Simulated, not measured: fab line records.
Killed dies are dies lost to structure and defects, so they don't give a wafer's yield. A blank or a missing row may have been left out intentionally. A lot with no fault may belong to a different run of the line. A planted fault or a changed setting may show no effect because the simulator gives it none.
Which tool did it? / flow nand_harc / Sampling: 13 lots, 39 wafers, 5 of 1159 route steps

WHAT THE GAUGES READ, wafer by wafer
NHARC_THIN_TSV_CD_MEAS_33: the cd target is 5000 nm. Usual: cd_nm 4999.1 nm, standard deviation 2.5.
lot=L374; measured=day 19 01:43; on=cd_sem-03; cd_nm (nm)=4997.3 4998.5 4998.1; flag=
lot=L373; measured=day 19 03:17; on=cd_sem-03; cd_nm (nm)=5000.2 5000.0 4996.2; flag=
lot=L376; measured=day 19 05:14; on=cd_sem-01; cd_nm (nm)=4997.6 4999.4 4996.9; flag=
lot=L379; measured=day 19 22:05; on=cd_sem-02; cd_nm (nm)=5000.1 4994.0 4995.2; flag=
lot=L380; measured=day 20 16:35; on=cd_sem-01; cd_nm (nm)=5001.1 5004.5 5002.0; flag=
lot=L387; measured=day 23 00:10; on=cd_sem-02; cd_nm (nm)=5001.8 5001.6 5002.2; flag=
lot=L390; measured=day 23 02:14; on=cd_sem-02; cd_nm (nm)=4998.0 4996.9 4998.7; flag=
lot=L389; measured=day 23 01:01; on=cd_sem-02; cd_nm (nm)=5000.6 4993.9 4999.3; flag=
lot=L393; measured=day 23 11:03; on=cd_sem-02; cd_nm (nm)=5004.1 5003.5 5001.4; flag=
lot=L391; measured=day 23 12:11; on=cd_sem-02; cd_nm (nm)=4998.5 4999.8 4998.8; flag=
lot=L392; measured=day 23 09:50; on=cd_sem-02; cd_nm (nm)=4998.2 4999.8 4999.6; flag=
lot=L394; measured=day 23 23:29; on=cd_sem-02; cd_nm (nm)=4995.5 4999.6 5000.5; flag=
lot=L395; measured=day 24 00:40; on=cd_sem-02; cd_nm (nm)=5002.8 5001.3 5001.9; flag=

NHARC_END_WLT_00. Usual: VT_DECK1_BOTTOM 0.873, standard deviation 0.0081; VT_DECK1_BOTTOM_INNER 0.872, standard deviation 0.0075; VT_DECK1_MEDIAN_NEAR_BOTTOM 0.873, standard deviation 0.008; VT_DECK1_MEDIAN_NEAR_BOTTOM_INNER 0.873, standard deviation 0.0081; VT_DECK1_MIDDLE 0.887, standard deviation 0.007; VT_DECK1_MIDDLE_INNER 0.887, standard deviation 0.0073; VT_DECK1_TOP 0.899, standard deviation 0.0069; VT_DECK1_TOP_INNER 0.899, standard deviation 0.0066.
lot=L374; measured=day 19 12:47; on=prober-01; VT_DECK1_BOTTOM=0.873 0.866 0.865; VT_DECK1_BOTTOM_INNER=0.876 0.867 0.864; VT_DECK1_MEDIAN_NEAR_BOTTOM=0.878 0.869 0.872; VT_DECK1_MEDIAN_NEAR_BOTTOM_INNER=0.878 0.873 0.877; VT_DECK1_MIDDLE=0.890 0.888 0.892; VT_DECK1_MIDDLE_INNER=0.875 0.880 0.882; VT_DECK1_TOP=0.906 0.893 0.886; VT_DECK1_TOP_INNER=0.900 0.911 0.889; flag=
lot=L373; measured=day 19 21:04; on=prober-01; VT_DECK1_BOTTOM=0.861 0.871 0.870; VT_DECK1_BOTTOM_INNER=0.855 0.881 0.871; VT_DECK1_MEDIAN_NEAR_BOTTOM=0.866 0.876 0.884; VT_DECK1_MEDIAN_NEAR_BOTTOM_INNER=0.859 0.876 0.869; VT_DECK1_MIDDLE=0.878 0.887 0.886; VT_DECK1_MIDDLE_INNER=0.882 0.887 0.885; VT_DECK1_TOP=0.896 0.896 0.894; VT_DECK1_TOP_INNER=0.900 0.888 0.891; flag=
lot=L376; measured=day 19 22:28; on=prober-02; VT_DECK1_BOTTOM=0.871 0.857 0.862; VT_DECK1_BOTTOM_INNER=0.871 0.861 0.863; VT_DECK1_MEDIAN_NEAR_BOTTOM=0.868 0.854 0.852; VT_DECK1_MEDIAN_NEAR_BOTTOM_INNER=0.864 0.864 0.861; VT_DECK1_MIDDLE=0.877 0.875 0.868; VT_DECK1_MIDDLE_INNER=0.881 0.878 0.874; VT_DECK1_TOP=0.902 0.892 0.893; VT_DECK1_TOP_INNER=0.891 0.902 0.893; flag=
lot=L379; measured=day 20 12:52; on=prober-01; VT_DECK1_BOTTOM=0.879 0.868 0.869; VT_DECK1_BOTTOM_INNER=0.877 0.875 0.870; VT_DECK1_MEDIAN_NEAR_BOTTOM=0.875 0.861 0.870; VT_DECK1_MEDIAN_NEAR_BOTTOM_INNER=0.877 0.863 0.884; VT_DECK1_MIDDLE=0.878 0.889 0.881; VT_DECK1_MIDDLE_INNER=0.886 0.891 0.891; VT_DECK1_TOP=0.902 0.897 0.902; VT_DECK1_TOP_INNER=0.902 0.901 0.892; flag=
lot=L380; measured=day 21 01:25; on=prober-02; VT_DECK1_BOTTOM=0.870 0.868 0.874; VT_DECK1_BOTTOM_INNER=0.876 0.870 0.871; VT_DECK1_MEDIAN_NEAR_BOTTOM=0.865 0.873 0.878; VT_DECK1_MEDIAN_NEAR_BOTTOM_INNER=0.868 0.870 0.866; VT_DECK1_MIDDLE=0.877 0.886 0.883; VT_DECK1_MIDDLE_INNER=0.879 0.883 0.882; VT_DECK1_TOP=0.892 0.898 0.889; VT_DECK1_TOP_INNER=0.889 0.892 0.887; flag=
lot=L387; measured=day 23 04:54; on=prober-02; VT_DECK1_BOTTOM=0.878 0.868 0.869; VT_DECK1_BOTTOM_INNER=0.875 0.875 0.873; VT_DECK1_MEDIAN_NEAR_BOTTOM=0.873 0.872 0.869; VT_DECK1_MEDIAN_NEAR_BOTTOM_INNER=0.878 0.879 0.877; VT_DECK1_MIDDLE=0.897 0.885 0.892; VT_DECK1_MIDDLE_INNER=0.896 0.895 0.888; VT_DECK1_TOP=0.905 0.902 0.899; VT_DECK1_TOP_INNER=0.911 0.903 0.899; flag=
lot=L390; measured=day 23 12:41; on=prober-02; VT_DECK1_BOTTOM=0.876 0.867 0.874; VT_DECK1_BOTTOM_INNER=0.881 0.869 0.867; VT_DECK1_MEDIAN_NEAR_BOTTOM=0.878 0.864 0.868; VT_DECK1_MEDIAN_NEAR_BOTTOM_INNER=0.874 0.865 0.870; VT_DECK1_MIDDLE=0.896 0.884 0.882; VT_DECK1_MIDDLE_INNER=0.887 0.886 0.895; VT_DECK1_TOP=0.906 0.901 0.898; VT_DECK1_TOP_INNER=0.904 0.899 0.902; flag=
lot=L389; measured=day 23 04:53; on=prober-01; VT_DECK1_BOTTOM=0.870 0.880 0.876; VT_DECK1_BOTTOM_INNER=0.869 0.874 0.867; VT_DECK1_MEDIAN_NEAR_BOTTOM=0.874 0.890 0.871; VT_DECK1_MEDIAN_NEAR_BOTTOM_INNER=0.866 0.882 0.868; VT_DECK1_MIDDLE=0.883 0.899 0.884; VT_DECK1_MIDDLE_INNER=0.892 0.887 0.882; VT_DECK1_TOP=0.899 0.897 0.897; VT_DECK1_TOP_INNER=0.899 0.898 0.893; flag=
lot=L393; measured=day 23 20:31; on=prober-01; VT_DECK1_BOTTOM=0.870 0.868 0.873; VT_DECK1_BOTTOM_INNER=0.870 0.882 0.869; VT_DECK1_MEDIAN_NEAR_BOTTOM=0.876 0.874 0.879; VT_DECK1_MEDIAN_NEAR_BOTTOM_INNER=0.870 0.870 0.870; VT_DECK1_MIDDLE=0.892 0.898 0.892; VT_DECK1_MIDDLE_INNER=0.889 0.891 0.888; VT_DECK1_TOP=0.901 0.902 0.906; VT_DECK1_TOP_INNER=0.904 0.908 0.901; flag=
lot=L391; measured=day 24 04:17; on=prober-02; VT_DECK1_BOTTOM=0.867 0.874 0.873; VT_DECK1_BOTTOM_INNER=0.863 0.877 0.866; VT_DECK1_MEDIAN_NEAR_BOTTOM=0.862 0.883 0.866; VT_DECK1_MEDIAN_NEAR_BOTTOM_INNER=0.870 0.884 0.868; VT_DECK1_MIDDLE=0.878 0.893 0.882; VT_DECK1_MIDDLE_INNER=0.885 0.887 0.881; VT_DECK1_TOP=0.899 0.884 0.902; VT_DECK1_TOP_INNER=0.893 0.902 0.897; flag=
lot=L392; measured=day 23 21:28; on=prober-02; VT_DECK1_BOTTOM=0.874 0.876 0.878; VT_DECK1_BOTTOM_INNER=0.870 0.879 0.872; VT_DECK1_MEDIAN_NEAR_BOTTOM=0.877 0.877 0.870; VT_DECK1_MEDIAN_NEAR_BOTTOM_INNER=0.860 0.879 0.876; VT_DECK1_MIDDLE=0.886 0.891 0.892; VT_DECK1_MIDDLE_INNER=0.888 0.894 0.897; VT_DECK1_TOP=0.901 0.907 0.906; VT_DECK1_TOP_INNER=0.903 0.902 0.900; flag=
lot=L394; measured=day 24 08:03; on=prober-01; VT_DECK1_BOTTOM=0.876 0.878 0.880; VT_DECK1_BOTTOM_INNER=0.885 0.876 0.882; VT_DECK1_MEDIAN_NEAR_BOTTOM=0.885 0.880 0.880; VT_DECK1_MEDIAN_NEAR_BOTTOM_INNER=0.880 0.875 0.884; VT_DECK1_MIDDLE=0.900 0.881 0.898; VT_DECK1_MIDDLE_INNER=0.898 0.889 0.887; VT_DECK1_TOP=0.902 0.898 0.910; VT_DECK1_TOP_INNER=0.914 0.904 0.905; flag=
lot=L395; measured=day 24 12:04; on=prober-02; VT_DECK1_BOTTOM=0.855 0.870 0.870; VT_DECK1_BOTTOM_INNER=0.857 0.867 0.866; VT_DECK1_MEDIAN_NEAR_BOTTOM=0.854 0.862 0.876; VT_DECK1_MEDIAN_NEAR_BOTTOM_INNER=0.859 0.873 0.869; VT_DECK1_MIDDLE=0.876 0.878 0.878; VT_DECK1_MIDDLE_INNER=0.873 0.880 0.882; VT_DECK1_TOP=0.886 0.881 0.885; VT_DECK1_TOP_INNER=0.885 0.880 0.894; flag=

NHARC_END_SORT_01. Usual: killed_at_array 29, standard deviation 10; killed_at_other 0.7, standard deviation 1; killed_at_periphery 3.7, standard deviation 2.6; killed_dies 33, standard deviation 10; killed_open 3.4, standard deviation 1.8; killed_short 1.8, standard deviation 1.3.
lot=L374; measured=day 19 15:46; on=prober-01; killed_at_array=13 8 16; killed_at_other=0 5 3; killed_at_periphery=4 3 1; killed_dies=17 16 20; killed_open=4 3 5; killed_short=1 1 1; flag=
lot=L373; measured=day 20 00:25; on=prober-01; killed_at_array=30 21 33; killed_at_other=0 1 1; killed_at_periphery=1 2 4; killed_dies=31 24 38; killed_open=1 2 5; killed_short=1 0 1; flag=
lot=L376; measured=day 20 02:02; on=prober-02; killed_at_array=22 15 27; killed_at_other=1 1 1; killed_at_periphery=2 3 2; killed_dies=25 19 30; killed_open=4 1 2; killed_short=3 1 2; flag=
lot=L379; measured=day 20 16:11; on=prober-01; killed_at_array=89 87 77; killed_at_other=0 0 0; killed_at_periphery=2 4 3; killed_dies=91 91 80; killed_open=3 2 2; killed_short=2 1 4; flag=OFF
lot=L380; measured=day 21 04:43; on=prober-02; killed_at_array=83 89 94; killed_at_other=0 0 0; killed_at_periphery=4 6 5; killed_dies=87 95 99; killed_open=4 2 4; killed_short=0 1 2; flag=OFF
lot=L387; measured=day 23 07:53; on=prober-02; killed_at_array=42 42 41; killed_at_other=0 0 0; killed_at_periphery=3 3 2; killed_dies=45 45 43; killed_open=2 2 3; killed_short=3 3 2; flag=
lot=L390; measured=day 23 15:43; on=prober-02; killed_at_array=46 51 56; killed_at_other=3 1 2; killed_at_periphery=1 2 1; killed_dies=50 54 59; killed_open=5 2 2; killed_short=1 1 1; flag=
lot=L389; measured=day 23 07:53; on=prober-01; killed_at_array=17 29 23; killed_at_other=0 0 0; killed_at_periphery=2 5 2; killed_dies=19 34 25; killed_open=2 7 2; killed_short=2 5 2; flag=
lot=L393; measured=day 23 23:31; on=prober-01; killed_at_array=36 30 36; killed_at_other=0 1 0; killed_at_periphery=7 2 5; killed_dies=43 33 41; killed_open=2 1 3; killed_short=3 1 3; flag=
lot=L391; measured=day 24 07:16; on=prober-02; killed_at_array=23 36 28; killed_at_other=0 0 0; killed_at_periphery=7 9 15; killed_dies=30 45 43; killed_open=4 3 6; killed_short=2 3 1; flag=
lot=L392; measured=day 24 01:05; on=prober-02; killed_at_array=20 24 24; killed_at_other=0 0 0; killed_at_periphery=3 6 2; killed_dies=23 30 26; killed_open=3 4 3; killed_short=2 2 2; flag=
lot=L394; measured=day 24 11:55; on=prober-01; killed_at_array=33 28 28; killed_at_other=3 1 1; killed_at_periphery=3 3 5; killed_dies=39 32 34; killed_open=6 2 3; killed_short=1 5 0; flag=
lot=L395; measured=day 24 15:05; on=prober-02; killed_at_array=26 27 33; killed_at_other=0 2 3; killed_at_periphery=3 7 3; killed_dies=29 36 39; killed_open=3 3 4; killed_short=2 4 1; flag=

WHAT TOOL EACH LOT RAN ON (gives the tool, then ch and the chambers of the sampled wafers, and finally the start)
lot=L374; NHARC_A_ONON_D1_DEP_03=pecvd_onon-04 ch 0, day 8 00:37; NHARC_THIN_TSV_STRIP_62=plasma_asher-01 ch 0,1, day 18 22:16
lot=L373; NHARC_A_ONON_D1_DEP_03=pecvd_onon-03 ch 0, day 8 00:41; NHARC_THIN_TSV_STRIP_62=plasma_asher-02 ch 1, day 18 23:46
lot=L376; NHARC_A_ONON_D1_DEP_03=pecvd_onon-02 ch 0, day 8 15:03; NHARC_THIN_TSV_STRIP_62=plasma_asher-02 ch 0,1, day 19 02:05
lot=L379; NHARC_A_ONON_D1_DEP_03=pecvd_onon-02 ch 0, day 8 22:02; NHARC_THIN_TSV_STRIP_62=plasma_asher-02 ch 0,1, day 19 18:48
lot=L380; NHARC_A_ONON_D1_DEP_03=pecvd_onon-02 ch 0, day 9 07:33; NHARC_THIN_TSV_STRIP_62=plasma_asher-01 ch 0,1, day 20 13:15
lot=L387; NHARC_A_ONON_D1_DEP_03=pecvd_onon-03 ch 0, day 10 16:08; NHARC_THIN_TSV_STRIP_62=plasma_asher-01 ch 0,1, day 22 20:49
lot=L390; NHARC_A_ONON_D1_DEP_03=pecvd_onon-03 ch 0, day 11 14:10; NHARC_THIN_TSV_STRIP_62=plasma_asher-02 ch 0,1, day 22 22:52
lot=L389; NHARC_A_ONON_D1_DEP_03=pecvd_onon-04 ch 0, day 11 14:10; NHARC_THIN_TSV_STRIP_62=plasma_asher-01 ch 0, day 22 21:41
lot=L393; NHARC_A_ONON_D1_DEP_03=pecvd_onon-02 ch 0, day 12 08:30; NHARC_THIN_TSV_STRIP_62=plasma_asher-02 ch 0,1, day 23 07:38
lot=L391; NHARC_A_ONON_D1_DEP_03=pecvd_onon-03 ch 0, day 12 08:33; NHARC_THIN_TSV_STRIP_62=plasma_asher-02 ch 0,1, day 23 09:00
lot=L392; NHARC_A_ONON_D1_DEP_03=pecvd_onon-04 ch 0, day 12 08:37; NHARC_THIN_TSV_STRIP_62=plasma_asher-01 ch 0,1, day 23 06:35
lot=L394; NHARC_A_ONON_D1_DEP_03=pecvd_onon-04 ch 0, day 12 19:47; NHARC_THIN_TSV_STRIP_62=plasma_asher-01 ch 0,1, day 23 20:11
lot=L395; NHARC_A_ONON_D1_DEP_03=pecvd_onon-02 ch 0, day 12 20:05; NHARC_THIN_TSV_STRIP_62=plasma_asher-02 ch 0,1, day 23 21:19
- NHARC_A_ONON_D1_DEP_03: target thk 1000 nm.
- NHARC_THIN_TSV_STRIP_62: strips in N2/H2, time 20 s.

AS READ BY THE TOOLS THEMSELVES (means over the sampled wafers that have a number; for cases with no such wafer, the mark the record gives instead)
NHARC_THIN_TSV_STRIP_62. Usual: drypump_motor_current_A 5.68 A, standard deviation 0.27; heater_power_w 317 W, standard deviation 13.
lot=L374; tool=plasma_asher-01; drypump_motor_current_A (A)=5.45; heater_power_w (W)=313; flag=
lot=L373; tool=plasma_asher-02; drypump_motor_current_A (A)=6.13; heater_power_w (W)=319; flag=
lot=L376; tool=plasma_asher-02; drypump_motor_current_A (A)=5.98; heater_power_w (W)=317; flag=
lot=L379; tool=plasma_asher-02; drypump_motor_current_A (A)=5.99; heater_power_w (W)=317; flag=
lot=L380; tool=plasma_asher-01; drypump_motor_current_A (A)=5.48; heater_power_w (W)=316; flag=
lot=L387; tool=plasma_asher-01; drypump_motor_current_A (A)=5.45; heater_power_w (W)=326; flag=
lot=L390; tool=plasma_asher-02; drypump_motor_current_A (A)=5.98; heater_power_w (W)=311; flag=
lot=L389; tool=plasma_asher-01; drypump_motor_current_A (A)=5.43; heater_power_w (W)=333; flag=
lot=L393; tool=plasma_asher-02; drypump_motor_current_A (A)=5.98; heater_power_w (W)=317; flag=
lot=L391; tool=plasma_asher-02; drypump_motor_current_A (A)=5.99; heater_power_w (W)=311; flag=
lot=L392; tool=plasma_asher-01; drypump_motor_current_A (A)=5.46; heater_power_w (W)=320; flag=
lot=L394; tool=plasma_asher-01; drypump_motor_current_A (A)=5.47; heater_power_w (W)=317; flag=
lot=L395; tool=plasma_asher-02; drypump_motor_current_A (A)=5.98; heater_power_w (W)=320; flag=

THE ANSWER, worked out from the rows above alone
Rule: lot off if the mean of its wafers having a number is beyond 3 standard deviations from the usual mean. Also off: a lot with no number at a reading for which 4 or more lots have one. All remaining lots with rows at the step are treated as sound. Order of review: gauges by route order, followed by the tools' own readings, for which a lot's mean as printed above is used. At the first step where some lot is off, the reading lying furthest off is the one used; lots without a number count as furthest.
Off, at NHARC_END_SORT_01 on killed_dies: L379, L380.
If a tool, at a process step before that reading, ran all the lots that are off and no sound lot after the first of them, it fits. Gauges at NHARC_END_SORT_01: tried the same way as those tools. No candidate that was tried fits.

WHAT WAS PUT IN BY THE SIMULATOR
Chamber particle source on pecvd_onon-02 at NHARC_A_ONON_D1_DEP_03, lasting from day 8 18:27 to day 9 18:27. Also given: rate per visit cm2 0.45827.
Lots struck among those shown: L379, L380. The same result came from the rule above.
